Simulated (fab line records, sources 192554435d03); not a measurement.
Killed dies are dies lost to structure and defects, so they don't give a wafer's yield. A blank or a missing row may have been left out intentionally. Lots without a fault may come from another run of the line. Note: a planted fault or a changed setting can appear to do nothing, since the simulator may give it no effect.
Split-lot study :: flow n5_finfet :: route with 1938 steps; 7 lots, 21 wafers read

== SPLIT DETAILS ==
At N5_BEOL_M1_COAT_05 (resist thk 30 nm), the setting spin_rpm was moved away from the recipe's 1500 rpm on 9 of the 21 wafers read, by -7.9% to +10.9%. The other wafers ran this setting at the recipe's value.

The reading comes from the split's own step.

== THE READING ==
CAR-EUV_of_BEOL_M1_COAT_05.thk_nm (the simulator's own value, which no gauge read), in nm, at N5_BEOL_M1_COAT_05 (resist thk 30 nm). There is no usual value for it anywhere in the file. The 12 wafers here that ran the recipe average 30.1 nm, standard deviation 0.12 nm.

wafer: L074.1
tool, chamber at the split: litho_track-04, 0
spin_rpm as run, rpm: 1500
against the recipe: recipe
CAR-EUV_of_BEOL_M1_COAT_05.thk_nm, nm: 30
against lot-mates on the recipe: -

wafer: L074.5
tool, chamber at the split: litho_track-04, 0
spin_rpm as run, rpm: 1500
against the recipe: recipe
CAR-EUV_of_BEOL_M1_COAT_05.thk_nm, nm: 30
against lot-mates on the recipe: -

wafer: L074.3
tool, chamber at the split: litho_track-04, 0
spin_rpm as run, rpm: 1663
against the recipe: +10.9%
CAR-EUV_of_BEOL_M1_COAT_05.thk_nm, nm: 28.4
against lot-mates on the recipe: -1.6

wafer: L075.3
tool, chamber at the split: litho_track-04, 0
spin_rpm as run, rpm: 1500
against the recipe: recipe
CAR-EUV_of_BEOL_M1_COAT_05.thk_nm, nm: 30
against lot-mates on the recipe: -

wafer: L075.4
tool, chamber at the split: litho_track-04, 0
spin_rpm as run, rpm: 1500
against the recipe: recipe
CAR-EUV_of_BEOL_M1_COAT_05.thk_nm, nm: 30
against lot-mates on the recipe: -

wafer: L075.5
tool, chamber at the split: litho_track-04, 0
spin_rpm as run, rpm: 1500
against the recipe: recipe
CAR-EUV_of_BEOL_M1_COAT_05.thk_nm, nm: 30.2
against lot-mates on the recipe: -

wafer: L082.2
tool, chamber at the split: litho_track-03, 0
spin_rpm as run, rpm: 1451
against the recipe: -3.3%
CAR-EUV_of_BEOL_M1_COAT_05.thk_nm, nm: 30.4
against lot-mates on the recipe: no lot-mate on the recipe

wafer: L082.3
tool, chamber at the split: litho_track-03, 0
spin_rpm as run, rpm: 1451
against the recipe: -3.3%
CAR-EUV_of_BEOL_M1_COAT_05.thk_nm, nm: 30.4
against lot-mates on the recipe: no lot-mate on the recipe

wafer: L082.4
tool, chamber at the split: litho_track-03, 0
spin_rpm as run, rpm: 1451
against the recipe: -3.3%
CAR-EUV_of_BEOL_M1_COAT_05.thk_nm, nm: 30.6
against lot-mates on the recipe: no lot-mate on the recipe

wafer: L087.1
tool, chamber at the split: litho_track-04, 0
spin_rpm as run, rpm: 1619
against the recipe: +7.9%
CAR-EUV_of_BEOL_M1_COAT_05.thk_nm, nm: 29
against lot-mates on the recipe: -1.2

wafer: L087.5
tool, chamber at the split: litho_track-04, 0
spin_rpm as run, rpm: 1619
against the recipe: +7.9%
CAR-EUV_of_BEOL_M1_COAT_05.thk_nm, nm: 29
against lot-mates on the recipe: -1.2

wafer: L087.4
tool, chamber at the split: litho_track-04, 0
spin_rpm as run, rpm: 1500
against the recipe: recipe
CAR-EUV_of_BEOL_M1_COAT_05.thk_nm, nm: 30.2
against lot-mates on the recipe: -

wafer: L090.2
tool, chamber at the split: litho_track-03, 0
spin_rpm as run, rpm: 1381
against the recipe: -7.9%
CAR-EUV_of_BEOL_M1_COAT_05.thk_nm, nm: 31
against lot-mates on the recipe: +1.2

wafer: L090.3
tool, chamber at the split: litho_track-03, 0
spin_rpm as run, rpm: 1500
against the recipe: recipe
CAR-EUV_of_BEOL_M1_COAT_05.thk_nm, nm: 29.8
against lot-mates on the recipe: -

wafer: L090.4
tool, chamber at the split: litho_track-03, 0
spin_rpm as run, rpm: 1381
against the recipe: -7.9%
CAR-EUV_of_BEOL_M1_COAT_05.thk_nm, nm: 31.2
against lot-mates on the recipe: +1.4

wafer: L094.3
tool, chamber at the split: litho_track-02, 0
spin_rpm as run, rpm: 1500
against the recipe: recipe
CAR-EUV_of_BEOL_M1_COAT_05.thk_nm, nm: 30
against lot-mates on the recipe: -

wafer: L094.4
tool, chamber at the split: litho_track-02, 0
spin_rpm as run, rpm: 1500
against the recipe: recipe
CAR-EUV_of_BEOL_M1_COAT_05.thk_nm, nm: 30
against lot-mates on the recipe: -

wafer: L094.5
tool, chamber at the split: litho_track-02, 0
spin_rpm as run, rpm: 1500
against the recipe: recipe
CAR-EUV_of_BEOL_M1_COAT_05.thk_nm, nm: 30
against lot-mates on the recipe: -

wafer: L097.1
tool, chamber at the split: litho_track-04, 0
spin_rpm as run, rpm: 1585
against the recipe: +5.7%
CAR-EUV_of_BEOL_M1_COAT_05.thk_nm, nm: 29.4
against lot-mates on the recipe: -0.8

wafer: L097.2
tool, chamber at the split: litho_track-04, 0
spin_rpm as run, rpm: 1500
against the recipe: recipe
CAR-EUV_of_BEOL_M1_COAT_05.thk_nm, nm: 30.2
against lot-mates on the recipe: -

wafer: L097.4
tool, chamber at the split: litho_track-04, 0
spin_rpm as run, rpm: 1500
against the recipe: recipe
CAR-EUV_of_BEOL_M1_COAT_05.thk_nm, nm: 30.2
against lot-mates on the recipe: -

THE FIT
A straight line over all 21 wafers: CAR-EUV_of_BEOL_M1_COAT_05.thk_nm changes by -0.136 nm for each +1% of spin_rpm; r = -0.98; the points scatter about the line by 0.12 nm.
The same after taking each lot's own level away (the mean of its wafers on the recipe; 18 wafers): -0.154 nm for each +1%; r = -1.00; scatter 0.063 nm.
Per that fit: largest spin_rpm move, reading shift of 1.7 nm.
From 29.80 to 30.20 nm: that is the span of the lots' own levels, equal to 3.4 times the standard deviation above.
Thus the slope moves with the lot-to-lot level: the two fits are different.
Check: with one of the wafers moved furthest among these (+10.9%) left out of the fit, the line predicts -1.68 nm for it against its lot-mates. Against them it came out at -1.6 nm.

== THESE WAFERS: OTHER SPLITS ==
These wafers also went through other splits before the reading. Each is held against what the fit with the lots' levels taken away leaves over:
other split on the same wafers: N5_MOL_CONTACT_COAG_VIA_ETCH_117 bias_w
wafers away from the commonest value: 7
r with CAR-EUV_of_BEOL_M1_COAT_05.thk_nm (lot level and that fit taken away): -0.10

other split on the same wafers: N5_BEOL_M0_SAQP_SPACER1_ALD_98 ald_cycles
wafers away from the commonest value: 8
r with CAR-EUV_of_BEOL_M1_COAT_05.thk_nm (lot level and that fit taken away): -0.22

other split on the same wafers: N5_BEOL_M1_COAT_61 spin_rpm
wafers away from the commonest value: 6
r with CAR-EUV_of_BEOL_M1_COAT_05.thk_nm (lot level and that fit taken away): +0.22

== FILE'S OWN FIT ==
CAR-EUV_of_BEOL_M1_COAT_05.thk_nm changes by -0.151 nm for each +1% of spin_rpm, r = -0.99.
